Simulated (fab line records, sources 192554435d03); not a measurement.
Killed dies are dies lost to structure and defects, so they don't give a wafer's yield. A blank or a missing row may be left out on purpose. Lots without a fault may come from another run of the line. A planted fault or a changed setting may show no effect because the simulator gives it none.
Split-lot experiment | flow n5_finfet | 7 lots, 21 wafers read, on a route of 1938 steps

THE SPLIT
At N5_BEOL_M10_COAT_64 (time 60 s, resist thk 30 nm), the setting spin_rpm was moved away from the recipe's 1500 rpm on 6 of the 21 wafers read, by -9.5% to -4.3%. The other wafers ran this setting at the recipe's value.

FROM THE SPLIT TO THE READING: what the file shows between them, 6 steps
- N5_BEOL_M10_EXPOSE_25: exposes mask V9 (also split here: dose_mj)
- N5_BEOL_M10_PEB_26: peb time 60 s
- N5_BEOL_M10_DEVELOP_27: develop time 30 s
- N5_BEOL_M10_CD_MEAS_28: target cd 70 nm
- N5_BEOL_M10_DESCUM_33: chemistry O2, time 7.9 s
- N5_BEOL_M10_ETCH_65: etches SiARC in CF4, target depth 39 nm, time 65 s

THE READING
SiARC_of_BEOL_M10_COAT_64.thk_nm (the simulator's own value, which no gauge read), in nm, at N5_BEOL_M10_ETCH_66 (etches SOC in N2/H2, target depth 120 nm, overetch 24 nm, time 180 s). The file gives no usual value for it. The 15 wafers here that ran the recipe average 22.8 nm, standard deviation 0.21 nm.

wafer  | tool, chamber at the split | spin_rpm as run, rpm | against the recipe | SiARC_of_BEOL_M10_COAT_64.thk_nm, nm | against lot-mates on the recipe
L076.4 | litho_track-04, 0          | 1385                 | -7.7%              | 24                                   | +1.2
L076.5 | litho_track-04, 0          | 1385                 | -7.7%              | 23.8                                 | +1.0
L076.6 | litho_track-04, 0          | 1500                 | recipe             | 22.8                                 | -
L075.2 | litho_track-04, 0          | 1500                 | recipe             | 22.6                                 | -
L075.5 | litho_track-04, 0          | 1500                 | recipe             | 22.6                                 | -
L075.6 | litho_track-04, 0          | 1500                 | recipe             | 22.8                                 | -
L081.2 | litho_track-05, 0          | 1500                 | recipe             | 22.6                                 | -
L081.3 | litho_track-05, 0          | 1500                 | recipe             | 22.6                                 | -
L081.4 | litho_track-05, 0          | 1389                 | -7.4%              | 24                                   | +1.4
L083.4 | litho_track-01, 0          | 1500                 | recipe             | 23.4                                 | -
L083.5 | litho_track-01, 0          | 1500                 | recipe             | 22.8                                 | -
L083.6 | litho_track-01, 0          | 1500                 | recipe             | 22.6                                 | -
L082.1 | litho_track-04, 0          | 1358                 | -9.5%              | 24.4                                 | +1.6
L082.3 | litho_track-04, 0          | 1500                 | recipe             | 22.8                                 | -
L082.5 | litho_track-04, 0          | 1500                 | recipe             | 22.8                                 | -
L097.2 | litho_track-04, 0          | 1382                 | -7.9%              | 23.4                                 | +0.7
L097.3 | litho_track-04, 0          | 1500                 | recipe             | 22.8                                 | -
L097.5 | litho_track-04, 0          | 1500                 | recipe             | 22.6                                 | -
L096.2 | litho_track-05, 0          | 1435                 | -4.3%              | 23.2                                 | +0.4
L096.3 | litho_track-05, 0          | 1500                 | recipe             | 22.6                                 | -
L096.4 | litho_track-05, 0          | 1500                 | recipe             | 23                                   | -

THE FIT
A straight line over all 21 wafers: SiARC_of_BEOL_M10_COAT_64.thk_nm changes by -0.144 nm for each +1% of spin_rpm; r = -0.91; the points scatter about the line by 0.24 nm.
The same after taking each lot's own level away (the mean of its wafers on the recipe; 21 wafers): -0.146 nm for each +1%; r = -0.92; scatter 0.22 nm.
On that fit, the largest move of spin_rpm shifts the reading by 1.4 nm.
The lots' own levels span 22.60 to 22.93 nm, that is 1.6 times the standard deviation above.
So the lot-to-lot level changes the slope little: the two slopes agree.
Check: with one of the wafers moved furthest among these (-9.5%) left out of the fit, the line predicts +1.29 nm for it against its lot-mates. It came out at +1.6 nm against them.

OTHER SPLITS ON THESE WAFERS
These wafers also went through other splits before the reading. Each is held against what the fit with the lots' levels taken away leaves over:
other split on the same wafers | wafers away from the commonest value | r with SiARC_of_BEOL_M10_COAT_64.thk_nm (lot level and that fit taken away)
N5_BEOL_M8_ETCH_62 time_s      | 7                                    | +0.04
N5_BEOL_M10_EXPOSE_25 dose_mj  | 7                                    | -0.36

THE WHOLE CHAIN: every reading that the file lists as answering this split, in the file's order
step                | what it does                                                         | reading                                                                             | change (the file's fit)               | r (the file's)
N5_BEOL_M10_COAT_64 | time 60 s, resist thk 30 nm                                          | SiARC_of_BEOL_M10_COAT_64.thk_nm (the simulator's own value, which no gauge read)   | -0.159 nm for each +1% of the setting | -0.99
N5_BEOL_M10_ETCH_65 | etches SiARC in CF4, target depth 39 nm, time 65 s                   | etch.depth_nm (the simulator's own value, which no gauge read)                      | -0.159 nm for each +1% of the setting | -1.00
N5_BEOL_M10_ETCH_65 | etches SiARC in CF4, target depth 39 nm, time 65 s                   | CAR-ArF_of_BEOL_M10_COAT_22.thk_nm (the simulator's own value, which no gauge read) | +0.15 nm for each +1% of the setting  | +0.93
N5_BEOL_M10_ETCH_66 | etches SOC in N2/H2, target depth 120 nm, overetch 24 nm, time 180 s | SiARC_of_BEOL_M10_COAT_64.thk_nm (the simulator's own value, which no gauge read)   | -0.145 nm for each +1% of the setting | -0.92

THE FILE'S OWN FIT
SiARC_of_BEOL_M10_COAT_64.thk_nm changes by -0.145 nm for each +1% of spin_rpm, r = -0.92.
